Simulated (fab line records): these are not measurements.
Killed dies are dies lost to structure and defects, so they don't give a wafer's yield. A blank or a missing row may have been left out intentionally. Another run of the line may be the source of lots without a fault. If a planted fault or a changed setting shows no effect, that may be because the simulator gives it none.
Chamber matching    flow nandHarc    NHARC_A_CHANNEL_FILL_D1_ALD_25 on aldHk-04: 4 sister chambers
The step deposits SiOx, target thk 60 nm, pulse time 10 s, ald cycles 600. 20 wafers are shown with their chamber, then 10 later ones without.

## WAFERS WITH THEIR CHAMBER
wafer   chamber  heaterPowerW (W)  precursorPulseHeightRel  susceptorTempC (C)
L075.1  2        504               0.970                    299.93
L075.2  0        507               0.994                    300.16
L075.3  1        384               1.027                    299.96
L076.1  2        514               0.980                    299.93
L076.4  3        439               0.959                    299.86
L076.6  1        389               0.993                    300.14
L078.1  3        443               0.990                    299.73
L078.3  0        518               1.023                    299.60
L078.6  2        508               1.014                    299.77
L080.3  1        384               0.972                    299.79
L080.1  0        514               1.012                    300.25
L080.4  3        437               1.007                    299.96
L082.1  2        496               0.981                    299.92
L082.3  3        441               0.998                    299.90
L082.5  3        439               0.997                    299.89
L088.2  1        383               0.982                    299.85
L088.4  2        520               0.964                    300.21
L088.1  0        523               0.986                    299.98
L091.4  3        439               1.018                    300.47
L091.2  2        498               1.024                    299.75

SIGNATURES (means of the wafers above)
reading                  chamber 0  chamber 1  chamber 2  chamber 3  scatter within a chamber
heaterPowerW             515.50     385.00     506.67     439.67     6.17
precursorPulseHeightRel  1.00375    0.99350    0.98883    0.99483    0.0217
susceptorTempC           299.9975   299.9350   299.9183   299.9683   0.222
Rule: a wafer's distance from a chamber is the root of the sum, over the readings, of the square of ((its reading less the chamber's mean) divided by the reading's scatter). If the next closest chamber is less than 2 further off than the closest, the wafer can't be placed; otherwise it belongs to the closest. The scatter: the root of (the sum of the squares of (reading less its chamber's mean) over the shown wafers, divided by (wafers less chambers)).

## WAFERS WITH NO CHAMBER GIVEN
wafer   heaterPowerW (W)  precursorPulseHeightRel  susceptorTempC (C)
L091.3  381               1.016                    299.81
L092.2  387               1.011                    300.21
L092.5  507               1.008                    299.98
L092.6  437               1.013                    299.91
L095.1  512               0.999                    300.04
L095.2  525               1.010                    300.07
L095.4  394               1.011                    300.21
L097.1  513               1.004                    300.01
L097.2  443               1.012                    299.84
L097.5  501               1.005                    300.13

## THE CHAMBER EACH PASSED THROUGH
wafer   from the rows above      in truth
L091.3  1                        1
L092.2  1                        1
L092.5  can't be placed: 2 or 0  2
L092.6  3                        3
L095.1  can't be placed: 0 or 2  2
L095.2  can't be placed: 0 or 2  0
L095.4  1                        1
L097.1  can't be placed: 0 or 2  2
L097.2  3                        3
L097.5  can't be placed: 2 or 0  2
Correctly placed: 5 of 10. From these rows, 5 cannot be placed; in 5 the true chamber is one of the candidates. Wrongly placed: 0.
